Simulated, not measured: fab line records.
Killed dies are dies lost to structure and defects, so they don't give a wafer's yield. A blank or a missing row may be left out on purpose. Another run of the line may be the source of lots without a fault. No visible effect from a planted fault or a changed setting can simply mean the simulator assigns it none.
Which of the tools did it? + flow n5_finfet + 9 lots with 27 wafers sampled at 3 steps, on a route of 1938 steps

## WHAT EACH GAUGE READ, for each wafer
N5_BEOL_M14_OVL_MEAS_29.
| lot  | measured     | on         | M14_OVL (nm) |
|------|--------------|------------|--------------|
| L497 | day 10 14:39 | overlay-01 | -1 -2 -5     |
| L498 | day 11 07:59 | overlay-01 | 2 -1 8       |
| L502 | day 11 15:34 | overlay-02 | -6 -1 -1     |
| L500 | day 11 15:47 | overlay-01 | -2 -3 -2     |
| L504 | day 12 11:43 | overlay-02 | -2 -4 -7     |
| L512 | day 15 05:23 | overlay-01 | 30 39 34     |
| L514 | day 15 05:52 | overlay-01 | 34 35 27     |
| L515 | day 15 14:34 | overlay-01 | 2 12 2       |
| L520 | day 16 18:05 | overlay-01 | -4 -8 -3     |

## EACH LOT AND THE TOOL THAT RAN IT (in order: tool; ch and the chambers of the sampled wafers; start)
| lot  | N5_BEOL_M14_ETCH_59                | N5_BEOL_M14_EXPOSE_25             |
|------|------------------------------------|-----------------------------------|
| L497 | rie_diel-06 ch 0,2, day 10 13:44   | krf_scanner-01 ch 0, day 10 14:28 |
| L498 | rie_diel-03 ch 1,2, day 11 07:14   | krf_scanner-02 ch 0, day 11 07:47 |
| L502 | rie_diel-03 ch 0,2,3, day 11 14:41 | krf_scanner-01 ch 0, day 11 15:22 |
| L500 | rie_diel-01 ch 2,3, day 11 14:55   | krf_scanner-02 ch 0, day 11 15:36 |
| L504 | rie_diel-01 ch 1,3, day 12 08:53   | krf_scanner-02 ch 0, day 12 11:32 |
| L512 | rie_diel-01 ch 1,3, day 15 04:29   | krf_scanner-02 ch 0, day 15 05:11 |
| L514 | rie_diel-01 ch 0,2,3, day 15 05:06 | krf_scanner-02 ch 0, day 15 05:40 |
| L515 | rie_diel-03 ch 0,1, day 15 13:49   | krf_scanner-01 ch 0, day 15 14:22 |
| L520 | rie_diel-01 ch 1,2,3, day 16 17:13 | krf_scanner-01 ch 0, day 16 17:53 |
- N5_BEOL_M14_ETCH_59: etches BARC in N2/H2, target depth 89 nm, overetch 26.7 nm, time 67.9 s.
- N5_BEOL_M14_EXPOSE_25: exposes mask M14, target cd 280 nm.

## AS READ BY THE TOOLS THEMSELVES (means over the sampled wafers that have a number; for cases with no such wafer, the mark the record gives instead)
N5_BEOL_M14_ETCH_59.
| lot  | tool        | drypump_motor_current_A (A) | oes_product_au (a.u.) | rf_vpp_V (V) | showerhead_plenum_p_Torr (Torr) | throttle_valve_pct (%) |
|------|-------------|-----------------------------|-----------------------|--------------|---------------------------------|------------------------|
| L497 | rie_diel-06 | 5.1                         | 0.63                  | 524.1        | 2.57                            | 18.21                  |
| L498 | rie_diel-03 | 5.1                         | 0.65                  | 521.1        | 2.43                            | 17.69                  |
| L502 | rie_diel-03 | 5.9                         | 0.65                  | 524.5        | 2.53                            | 18.03                  |
| L500 | rie_diel-01 | 5.6                         | 0.67                  | 526.8        | 2.67                            | 18.04                  |
| L504 | rie_diel-01 | 6.0                         | 0.73                  | 524.9        | 2.55                            | 17.72                  |
| L512 | rie_diel-01 | 6.0                         | 0.70                  | 523.5        | 2.54                            | 17.76                  |
| L514 | rie_diel-01 | 5.7                         | 0.71                  | 525.7        | 2.60                            | 17.90                  |
| L515 | rie_diel-03 | 5.3                         | 0.68                  | 522.5        | 2.49                            | 17.65                  |
| L520 | rie_diel-01 | 5.8                         | 0.67                  | 525.3        | 2.59                            | 17.94                  |

N5_BEOL_M14_EXPOSE_25.
| lot  | tool           | reticle_temp_C (C) |
|------|----------------|--------------------|
| L497 | krf_scanner-01 | 23.00              |
| L498 | krf_scanner-02 | 22.94              |
| L502 | krf_scanner-01 | 22.98              |
| L500 | krf_scanner-02 | 22.92              |
| L504 | krf_scanner-02 | 22.98              |
| L512 | krf_scanner-02 | 23.17              |
| L514 | krf_scanner-02 | 23.04              |
| L515 | krf_scanner-01 | 22.98              |
| L520 | krf_scanner-01 | 23.02              |

## THE ANSWER, worked out from the rows above alone
Rule: the lots themselves supply what counts as usual. Put in order of their means at a reading, lots are off if they are a third of the lots or fewer, leave a main group of 4 or more, and stand apart from it by a gap of 3 or more times the standard deviation of the main group's means; of several such gaps the widest counts. A main group is skipped when, at the precision printed for the reading in the tables above, its means are all equal. A lot without any number at a reading at which 4 lots or more have one is off too. Any other lot the step has rows for is counted as sound. First the gauges in route order, then the tools' own readings, where a lot's mean is used as printed above. At the first step where some lot is off, the reading lying furthest off is the one used; lots without a number count as furthest.
Off: L512, L514, seen at N5_BEOL_M14_OVL_MEAS_29 (M14_OVL). For the main group the mean is -1 nm and the standard deviation 3.6.
If a tool, at a process step before that reading, ran all the lots that are off and no sound lot after the first of them, it fits. The gauges at N5_BEOL_M14_OVL_MEAS_29 are tried like those tools. One fits: N5_BEOL_M14_EXPOSE_25 on krf_scanner-02. A fault onset in the window from L504 (day 12 11:32, its last sound lot) to L512 (day 15 05:11, its first lot off) fits.

## WHAT THE SIMULATOR HAD PUT IN
Scanner matching overlay: krf_scanner-02, from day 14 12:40 on, at N5_BEOL_M14_EXPOSE_25. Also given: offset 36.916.
Shown lots that were struck: L512, L514. The rule above reached the same finding.
